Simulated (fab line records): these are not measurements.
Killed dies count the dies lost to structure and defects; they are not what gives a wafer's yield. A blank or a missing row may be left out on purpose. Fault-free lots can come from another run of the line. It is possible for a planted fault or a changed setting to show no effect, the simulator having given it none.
Matching of chambers + flow nand-harc + NHARC_P_M2_ETCH_35 on rie-diel-10 has 4 sister chambers
The step etches the open film in N2/H2, target depth 40 nm, overetch 12 nm, time 43.94 s. 27 wafers are shown with their chamber, then 12 later ones without.

== WAFERS, EACH WITH ITS CHAMBER ==
| wafer  | chamber | showerhead-plenum-p-Torr (Torr) | rf-vpp-V (V) | oes-product-au (a.u.) |
|--------|---------|---------------------------------|--------------|-----------------------|
| L075.1 | 2       | 2.17                            | 434.8        | 1.000                 |
| L075.4 | 3       | 1.96                            | 427.9        | 0.994                 |
| L075.5 | 1       | 1.98                            | 429.2        | 1.027                 |
| L078.1 | 3       | 1.96                            | 427.2        | 1.002                 |
| L078.4 | 1       | 1.98                            | 428.0        | 1.021                 |
| L078.6 | 1       | 1.98                            | 430.1        | 1.016                 |
| L081.1 | 0       | 2.16                            | 434.7        | 1.001                 |
| L081.3 | 1       | 1.98                            | 428.8        | 1.011                 |
| L081.5 | 1       | 1.98                            | 428.7        | 1.010                 |
| L082.1 | 3       | 1.96                            | 428.6        | 0.998                 |
| L082.2 | 0       | 2.16                            | 434.6        | 0.992                 |
| L082.3 | 1       | 1.98                            | 429.7        | 1.018                 |
| L082.4 | 2       | 2.17                            | 434.2        | 0.998                 |
| L082.5 | 3       | 1.96                            | 426.8        | 0.999                 |
| L082.6 | 0       | 2.16                            | 433.8        | 1.001                 |
| L085.2 | 2       | 2.17                            | 433.6        | 0.999                 |
| L085.3 | 0       | 2.16                            | 433.2        | 1.000                 |
| L085.6 | 2       | 2.17                            | 434.1        | 0.998                 |
| L090.3 | 3       | 1.96                            | 427.0        | 0.992                 |
| L090.4 | 3       | 1.96                            | 427.8        | 0.991                 |
| L090.5 | 0       | 2.15                            | 433.7        | 0.983                 |
| L091.1 | 2       | 2.17                            | 433.1        | 1.004                 |
| L091.2 | 1       | 1.98                            | 430.5        | 1.010                 |
| L091.6 | 1       | 1.98                            | 430.0        | 1.018                 |
| L092.1 | 2       | 2.17                            | 434.1        | 1.002                 |
| L092.2 | 3       | 1.96                            | 428.4        | 0.990                 |
| L092.6 | 0       | 2.15                            | 433.2        | 0.975                 |

SIGNATURES (averages over the wafers above)
| reading                  | chamber 0 | chamber 1 | chamber 2 | chamber 3 | scatter within a chamber |
|--------------------------|-----------|-----------|-----------|-----------|--------------------------|
| showerhead-plenum-p-Torr | 2.1567    | 1.9800    | 2.1700    | 1.9600    | 0.00241                  |
| rf-vpp-V                 | 433.867   | 429.375   | 433.983   | 427.671   | 0.714                    |
| oes-product-au           | 0.99200   | 1.01638   | 1.00017   | 0.99514   | 0.00659                  |
Rule: for a wafer and a chamber, the distance is found by dividing, reading by reading, the gap between the wafer's reading and the chamber's mean by the reading's scatter, squaring, summing and taking the root. If the next closest chamber is less than 2 further off than the closest, the wafer can't be placed; otherwise it belongs to the closest. The scatter is the square root of a quotient: the sum, over the shown wafers, of each reading's squared deviation from its chamber's mean, divided by wafers minus chambers.

== WAFERS WITH NO CHAMBER GIVEN ==
| wafer  | showerhead-plenum-p-Torr (Torr) | rf-vpp-V (V) | oes-product-au (a.u.) |
|--------|---------------------------------|--------------|-----------------------|
| L093.1 | 1.96                            | 427.8        | 0.994                 |
| L093.5 | 1.98                            | 429.1        | 1.019                 |
| L093.6 | 2.15                            | 433.7        | 0.979                 |
| L094.1 | 1.96                            | 428.6        | 0.980                 |
| L094.4 | 2.17                            | 433.1        | 1.007                 |
| L094.6 | 2.15                            | 434.4        | 0.994                 |
| L096.1 | 1.96                            | 429.0        | 0.968                 |
| L096.2 | 2.17                            | 433.6        | 0.994                 |
| L096.4 | 2.15                            | 434.5        | 0.976                 |
| L097.1 | 2.15                            | 433.4        | 0.997                 |
| L097.4 | 2.17                            | 434.2        | 0.989                 |
| L097.6 | 1.96                            | 429.0        | 0.987                 |

== CHAMBER TAKEN BY EACH ==
| wafer  | from the rows above | in truth |
|--------|---------------------|----------|
| L093.1 | 3                   | 3        |
| L093.5 | 1                   | 1        |
| L093.6 | 0                   | 0        |
| L094.1 | 3                   | 3        |
| L094.4 | 2                   | 2        |
| L094.6 | 0                   | 0        |
| L096.1 | 3                   | 3        |
| L096.2 | 2                   | 2        |
| L096.4 | 0                   | 0        |
| L097.1 | 0                   | 0        |
| L097.4 | 2                   | 2        |
| L097.6 | 3                   | 3        |
Correct placement for 12 of the 12. Left unplaced by these rows: 0. Placed wrongly: 0.
